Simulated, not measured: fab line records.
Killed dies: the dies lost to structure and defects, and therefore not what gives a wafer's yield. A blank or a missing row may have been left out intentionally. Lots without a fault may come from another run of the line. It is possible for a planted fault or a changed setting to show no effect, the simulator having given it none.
A lot that was struck, set against a sound lot + flow n5_finfet + 42 out of 1938 route steps
Sound: these wafers, L583.1, L583.3, L583.4. Struck: wafer L572.6 (L572.1, L572.3, from the same lot, were not struck and are left out); the cause is given at the end.
At each step with rows: each side's tool, then ch and its chambers, then its first start. Under that, the readings that differ: sound wafers + struck wafers + difference of the means + sigmas: that difference in standard deviations of wafers without a fault.
alike: readings whose means differ by less than 2 such deviations, and words and numbers that are the same on both sides. not compared: withheld readings, readings that some wafer has no value for, bounds like >300 that may hide the same value, and numbers for which the record gives no deviation and whose values overlap.
The two part at a step that has a row with sigmas, a row that says differs or no value, or rows on one side only. Non-overlapping numbers with no deviation appear without sigmas and do not part them. A reading that every wafer of one side lacks parts them only if that side has two wafers or more.

first, 8 steps without rows for these wafers: N5_BEOL_M2_ANNEAL_51 (time 90 s); N5_BEOL_M2_CMP_52 (polishes, stops on SiOC, t overpolish 6.8 s, target thk 40 nm); N5_BEOL_M2_PRE_CLEAN_60 (time 15 s); N5_BEOL_M2_CO_CAP_55 (material Co, precursor CCTBA/H2, target thk 2 nm, time 102.1 s); N5_BEOL_M2_PRE_CLEAN_56 (time 15 s); N5_BEOL_M2_DEP_57 (deposits SiCN from 3MS/NH3, target thk 8 nm, time 14 s); N5_BEOL_M3_ILD_DEP_00 (deposits SiOC from DEMS/O2, target thk 79 nm, time 15.3 s); N5_BEOL_M3_PECVD_72 (deposits SiO2 from TEOS/O2, target thk 16 nm, time 18 s).
N5_BEOL_M3_HM_DEP_02: deposits TiN, target thk 20 nm.
  struck on pvd_sputter-03, day 9 09:41; sound on pvd_sputter-01, day 12 21:47
| reading                                    | sound          | struck | difference | sigmas |
|--------------------------------------------|----------------|--------|------------|--------|
| model.TiN_of_BEOL_M3_HM_DEP_02.thk_nm (nm) | 19.6 20.2 19.8 | 31.4   | +11.5      |        |
  alike: throttle_valve_pct
then, 16 steps without rows for these wafers: N5_BEOL_M3_COAT_61 (time 60 s, resist thk 60 nm); N5_BEOL_M3_COAT_62 (time 60 s, resist thk 12 nm); N5_BEOL_M3_COAT_73 (time 60 s, resist thk 5 nm); N5_BEOL_M3_COAT_05 (resist thk 30 nm); N5_BEOL_M3_EBR_07; N5_BEOL_M3_SOFTBAKE_06 (time 60 s); N5_BEOL_M3_EXPOSE_08 (exposes mask M3); N5_BEOL_M3_PEB_09 (peb time 60 s); N5_BEOL_M3_DEVELOP_10 (develop time 30 s); N5_BEOL_M3_DESCUM_16 (chemistry O2, time 7 s); N5_BEOL_M3_ETCH_74 (etches underlayer in N2/H2, target depth 6.5 nm, time 5.2 s); N5_BEOL_M3_ETCH_63 (etches SiARC in CF4, target depth 15.6 nm, time 26 s); N5_BEOL_M3_ETCH_64 (etches SOC in N2/H2, target depth 75 nm, overetch 15 nm, time 112.5 s); N5_BEOL_M3_STRIP_65 (strips in N2/H2); N5_BEOL_M3_STRIP_75 (strips in N2/H2); N5_BEOL_M3_STRIP_66 (strips in CF4).
N5_BEOL_M3_HM_OPEN_17: chemistry Cl2/BCl3, target TiN, target depth 20 nm, overetch 6 nm.
  sound on rie_metal-01 ch 0,1, day 12 22:33; struck on rie_metal-03 ch 1, day 9 10:27
| reading                  | sound             | struck | difference | sigmas |
|--------------------------|-------------------|--------|------------|--------|
| oes_product_au (a.u.)    | 0.59 0.60 0.77    | 0.95   | +0.30      | +3     |
| model.etch.depth_nm (nm) | 19.62 20.12 19.76 | 26.82  | +6.99      |        |
  alike: drypump_motor_current_A, throttle_valve_pct
  not compared: rf_hours_counter_h
then, 8 steps without rows for these wafers: N5_BEOL_M3_STRIP_19 (strips in O2); N5_BEOL_M3_COAT_67 (time 60 s, resist thk 60 nm); N5_BEOL_M3_COAT_68 (time 60 s, resist thk 12 nm); N5_BEOL_M3_COAT_76 (time 60 s, resist thk 5 nm); N5_BEOL_M3_COAT_22 (resist thk 30 nm); N5_BEOL_M3_EBR_24; N5_BEOL_M3_SOFTBAKE_23 (time 60 s); N5_BEOL_M3_EXPOSE_25 (exposes mask V2, defocus 5 nm).
N5_BEOL_M3_ETCHBACK_99: etches SiO2 in CHF3, target depth 5 nm, time 10.4 s.
  sound on rie_diel-02 ch 0,1,3, day 13 10:38; struck on rie_diel-02 ch 1, day 9 13:20
| reading               | sound          | struck | difference | sigmas |
|-----------------------|----------------|--------|------------|--------|
| oes_product_au (a.u.) | 0.76 0.73 0.67 | 0.30   | -0.42      | -5     |
  alike: CHF3_flow_sccm, drypump_motor_current_A, rf_vpp_V, showerhead_plenum_p_Torr, throttle_valve_pct
  not compared: rf_hours_counter_h
N5_BEOL_M3_VIA_ETCH_34: etches the open film in C4F6/O2, target depth 69.4 nm, time 65.9 s.
  sound on rie_diel-02 ch 0,1,3, day 13 10:46; struck on rie_diel-02 ch 1, day 9 13:28
| reading               | sound          | struck | difference | sigmas |
|-----------------------|----------------|--------|------------|--------|
| oes_product_au (a.u.) | 0.75 0.72 0.67 | 0.30   | -0.41      | -5     |
  alike: drypump_motor_current_A, oes_o_777_au, rf_vpp_V, showerhead_plenum_p_Torr, throttle_valve_pct
  not compared: rf_hours_counter_h
N5_BEOL_M3_TRENCH_ETCH_37: etches SiOC in C4F6/O2, target depth 55.555 nm, time 29.2 s.
  sound: rie_diel-02 ch 0,1,3; struck: rie_diel-02 ch 1
| reading                                    | sound          | struck | difference | sigmas |
|--------------------------------------------|----------------|--------|------------|--------|
| model.TiN_of_BEOL_M3_HM_DEP_02.thk_nm (nm) | 17.2 17.8 17.4 | 29.2   | +11.7      |        |
  alike: drypump_motor_current_A, oes_o_777_au, oes_product_au, rf_vpp_V, showerhead_plenum_p_Torr, throttle_valve_pct
  not compared: rf_hours_counter_h
N5_BEOL_M3_OCD_MEAS_38:
  struck on ocd-01, day 9 13:44; sound on ocd-02, day 13 11:01
| reading              | sound          | struck | difference | sigmas |
|----------------------|----------------|--------|------------|--------|
| trench_depth_nm (nm) | 55.7 54.7 53.9 | 1.4    | -53.4      | -49    |
N5_BEOL_M3_CD_MEAS_35: target cd 18 nm, target cd y 21 nm.
  struck on cd_sem-01, day 9 13:53; sound on cd_sem-03, day 13 11:16
  not compared: cd_nm
N5_BEOL_M3_THK_MEAS_53: measures by xrf.
  struck on film_metro-01, day 9 18:32; sound on film_metro-02, day 13 14:44
  not compared: M3_THK
N5_BEOL_M4_RC_MEAS_101:
  the record has rows for the sound wafers here (prober-01 ch 0, day 14 04:31) and none for the struck ones
-- record jumps: 4 days separate the struck wafers' starts on either side; left off in module BEOL_M4, taken up again in module PASSIVATION, whose first shown step is the route's number 1936 --
N5_PASSIVATION_PROBE_49:
  struck on prober-02, day 14 05:37; sound on prober-01, day 19 05:41
| reading                  | sound          | struck | difference | sigmas      |
|--------------------------|----------------|--------|------------|-------------|
| defect_limited_yield (%) | 92.0 91.4 92.0 | 2.0    | -89.8      | -53         |
| killed_at_M0_to_M3       | 25 26 23       | 1076   | +1051      | +99 or more |
| killed_dies              | 94 101 94      | 1156   | +1060      | +53         |
| killed_on_rim            | 14 8 15        | 129    | +117       | +29         |
| sort_bin_5_function (%)  | 5.6 5.3 4.7    | 94.5   | +89.3      | +81         |
| sort_n_pass              | 1086 1079 1086 | 24     | -1060      | -50         |
| sort_yield_pct (%)       | 92.0 91.4 92.0 | 2.0    | -89.8      | -53         |
  alike: killed_at_M4_up, killed_at_contacts, killed_at_front_end, killed_at_other, killed_open, killed_short, sort_bin_6_memory

== WHERE THEY PART ==
First at N5_BEOL_M3_HM_OPEN_17; last, within this record, at N5_PASSIVATION_PROBE_49.

WHY: the cause the simulator had injected
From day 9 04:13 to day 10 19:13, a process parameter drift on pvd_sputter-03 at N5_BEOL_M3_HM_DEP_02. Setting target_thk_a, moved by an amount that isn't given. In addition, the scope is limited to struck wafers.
